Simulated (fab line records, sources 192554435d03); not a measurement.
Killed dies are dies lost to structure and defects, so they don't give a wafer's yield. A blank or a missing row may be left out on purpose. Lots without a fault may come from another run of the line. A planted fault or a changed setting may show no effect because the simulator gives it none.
Chamber matching | flow n5_finfet | N5_DUMMY_GATE_ETCH_44 on rie_si-04: 4 sister chambers
The step etches poly-Si in HBr/O2, stops on SiO2, target depth 127.5 nm. 18 wafers are shown with their chamber, then 9 later ones without.

WAFERS WITH THEIR CHAMBER
wafer  | chamber | throttle_valve_pct (%) | drypump_motor_current_A (A) | oes_product_au (a.u.)
L075.2 | 3       | 18.49                  | 6.2                         | 0.740
L075.4 | 1       | 18.52                  | 6.2                         | 0.721
L075.6 | 2       | 18.73                  | 5.9                         | 0.723
L077.1 | 0       | 18.72                  | 6.1                         | 0.744
L077.2 | 3       | 18.49                  | 6.3                         | 0.738
L077.5 | 1       | 18.52                  | 6.2                         | 0.725
L079.1 | 3       | 18.51                  | 6.2                         | 0.717
L079.2 | 2       | 18.72                  | 5.9                         | 0.710
L079.6 | 1       | 18.53                  | 6.2                         | 0.724
L085.3 | 2       | 18.72                  | 5.9                         | 0.714
L085.4 | 3       | 18.51                  | 6.3                         | 0.742
L085.6 | 2       | 18.74                  | 5.9                         | 0.720
L086.2 | 3       | 18.49                  | 6.3                         | 0.728
L086.3 | 1       | 18.52                  | 6.1                         | 0.712
L086.6 | 1       | 18.54                  | 6.1                         | 0.712
L090.2 | 1       | 18.55                  | 6.2                         | 0.728
L090.4 | 0       | 18.71                  | 6.1                         | 0.747
L090.5 | 3       | 18.51                  | 6.3                         | 0.730

SIGNATURES (means of the wafers above)
reading                 | chamber 0 | chamber 1 | chamber 2 | chamber 3 | scatter within a chamber
throttle_valve_pct      | 18.7150   | 18.5300   | 18.7275   | 18.5000   | 0.0111
drypump_motor_current_A | 6.100     | 6.167     | 5.900     | 6.267     | 0.0436
oes_product_au          | 0.74550   | 0.72033   | 0.71675   | 0.73250   | 0.00748
Rule: a wafer's distance from a chamber is the root of the sum, over the readings, of the square of ((its reading less the chamber's mean) divided by the reading's scatter). The wafer belongs to the nearest chamber; if the next one is less than 2 further off, it can't be placed. The scatter: the root of (the sum of the squares of (reading less its chamber's mean) over the shown wafers, divided by (wafers less chambers)).

WAFERS WITHOUT THEIR CHAMBER
wafer  | throttle_valve_pct (%) | drypump_motor_current_A (A) | oes_product_au (a.u.)
L093.3 | 18.54                  | 6.1                         | 0.719
L093.5 | 18.72                  | 6.1                         | 0.729
L093.6 | 18.72                  | 5.9                         | 0.717
L095.1 | 18.51                  | 6.3                         | 0.744
L095.4 | 18.71                  | 5.9                         | 0.717
L095.6 | 18.52                  | 6.1                         | 0.714
L096.1 | 18.72                  | 6.1                         | 0.727
L096.3 | 18.73                  | 5.9                         | 0.706
L096.6 | 18.50                  | 6.2                         | 0.733

WHICH CHAMBER EACH WENT THROUGH
wafer  | from the rows above     | in truth
L093.3 | 1                       | 1
L093.5 | 0                       | 0
L093.6 | 2                       | 2
L095.1 | 3                       | 3
L095.4 | 2                       | 2
L095.6 | 1                       | 1
L096.1 | 0                       | 0
L096.3 | 2                       | 2
L096.6 | can't be placed: 3 or 1 | 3
Placed correctly: 8 of 9. Can't be placed from these rows: 1 (the true chamber is among the candidates in 1). Placed wrongly: 0.
